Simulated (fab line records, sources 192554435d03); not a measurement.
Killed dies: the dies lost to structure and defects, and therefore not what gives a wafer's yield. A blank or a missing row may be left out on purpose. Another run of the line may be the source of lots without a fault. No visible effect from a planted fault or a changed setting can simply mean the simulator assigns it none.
A struck lot beside a sound one ; flow n5_finfet ; 19 steps out of a route of 1938
Sound: wafers L965.4, L965.5, L965.6. Wafers L972.2, L972.4, L972.6 were the ones struck. At the end, the cause is stated.
Order at every step that has rows: each side's tool, ch and its chambers, its first start. Under that, the readings that differ: sound wafers ; struck wafers ; difference of the means ; sigmas: that difference in standard deviations of wafers without a fault.
alike: a reading whose means differ by less than 2 such deviations, as well as words and numbers matching on both sides. not compared: withheld readings; readings where some wafer has no value; bounds like >300 that might hide an equal value; numbers whose values overlap and for which the record gives no deviation.
The two part at a step that has a row with sigmas, a row that says differs or no value, or rows on one side only. Numbers that have no deviation but don't overlap get no sigmas and don't part them. Lack of a reading on every wafer of one side parts them only where that side has two or more wafers.

N5_BEOL_M7_RS_MEAS_57: the measuring method here is four-point-probe.
  sound: film_metro-02 at day 12 09:16; struck: film_metro-02 at day 14 07:37
  alike: M7_RS
N5_BEOL_M7_INSPECT_58: inspects for defects (darkfield).
  sound: defect_inspect-02 at day 12 09:18; struck: defect_inspect-01 at day 14 07:38
  alike: raw_defect_count
N5_BEOL_M8_ILD_DEP_00: deposits SiCOH lowk from DEMS/porogen, target thk 179.75 nm, time 33.4 s.
  sound on pecvd-01 ch 0,1,2, day 12 09:22; struck on pecvd-02 ch 0,2, day 14 07:41
  alike: heater_power_w, rf_fwd_power_W, showerhead_plenum_p_Torr, throttle_valve_pct
  not compared: since_wet_clean_h
N5_BEOL_M8_CURE_74: cures SiCOH lowk, time 240 s.
  sound on uv_cure-02 ch 2, day 12 09:38; struck on uv_cure-01 ch 0, day 14 07:51
  alike: lamp_power_pct, wafer_temp_C_max
N5_BEOL_M8_THK_MEAS_01:
  sound: film_metro-01 at day 12 09:55; struck: film_metro-02 at day 14 08:17
  alike: M8_ILD_THK
N5_BEOL_M8_PECVD_70: deposits SiO2 from TEOS/O2, target thk 20 nm, time 22.7 s.
  sound on pecvd-01 ch 0,1,2, day 12 09:58; struck on pecvd-01 ch 0,2, day 14 08:19
  alike: heater_power_w, rf_fwd_power_W, showerhead_plenum_p_Torr, throttle_valve_pct
  not compared: since_wet_clean_h
N5_BEOL_M8_HM_DEP_02: deposits TiN, target thk 20 nm.
  sound: pvd_sputter-01 at day 12 11:35; struck: pvd_sputter-02 at day 14 11:41
  alike: throttle_valve_pct
then, 5 steps without rows for these wafers: N5_BEOL_M8_COAT_59 (time 60 s, resist thk 100 nm); N5_BEOL_M8_COAT_60 (time 60 s, resist thk 35 nm); N5_BEOL_M8_COAT_05 (resist thk 90 nm); N5_BEOL_M8_EBR_07; N5_BEOL_M8_SOFTBAKE_06 (time 60 s).
N5_BEOL_M8_EXPOSE_08: exposes mask M8.
  sound on arfi_scanner-02 ch 0, day 12 11:58; struck on arfi_scanner-02 ch 0, day 14 12:04
reading;sound;struck;difference;sigmas
model.BEOL_M8.overlay_x_nm (nm);0.2 0.2 0.2;8.2 8.2 8.2;+8.0;
  alike: mask, exposure_dose_mJ_cm2, focus_offset_nm
then, 2 steps without rows for these wafers: N5_BEOL_M8_PEB_09 (peb time 60 s); N5_BEOL_M8_DEVELOP_10 (develop time 30 s).
N5_BEOL_M8_CD_MEAS_11: target cd 38.5 nm.
  sound on cd_sem-02 ch 0, day 12 12:05; struck on cd_sem-02 ch 0, day 14 12:11
  alike: cd_nm
N5_BEOL_M8_OVL_MEAS_12:
  sound on overlay-01 ch 0, day 12 12:07; struck on overlay-01 ch 0, day 14 12:13
reading;sound;struck;difference;sigmas
M8_OVL (nm);0.4 0.4 -0.4;7.8 7.9 7.9;+7.7;+11
N5_BEOL_M8_INSPECT_13: inspects for defects (brightfield).
  sound: defect_inspect-02 at day 12 12:08; struck: defect_inspect-02 at day 14 12:15
  alike: raw_defect_count
-- the record jumps here: 3 days lie between the struck wafers' starts before and after (it left off in module BEOL_M8 and takes up again in module PASSIVATION, whose first step shown is number 1936 of the route) --
N5_PASSIVATION_PROBE_49:
  sound: prober-02 at day 15 16:16; struck: prober-02 at day 17 21:32
  alike: defect_limited_yield, killed_at_M0_to_M3, killed_at_M4_up, killed_at_contacts, killed_at_front_end, killed_at_other, killed_dies, killed_open, killed_short, sort_bin_4_leakage, sort_bin_5_function, sort_bin_6_memory, sort_bin_8_speed, sort_n_pass, sort_yield_pct

## WHERE THEY PART
N5_BEOL_M8_OVL_MEAS_12 only, going by this record. Later steps at which nothing parts them and some readings are alike: N5_BEOL_M8_INSPECT_13, N5_PASSIVATION_PROBE_49.

WHY: the cause the simulator had injected
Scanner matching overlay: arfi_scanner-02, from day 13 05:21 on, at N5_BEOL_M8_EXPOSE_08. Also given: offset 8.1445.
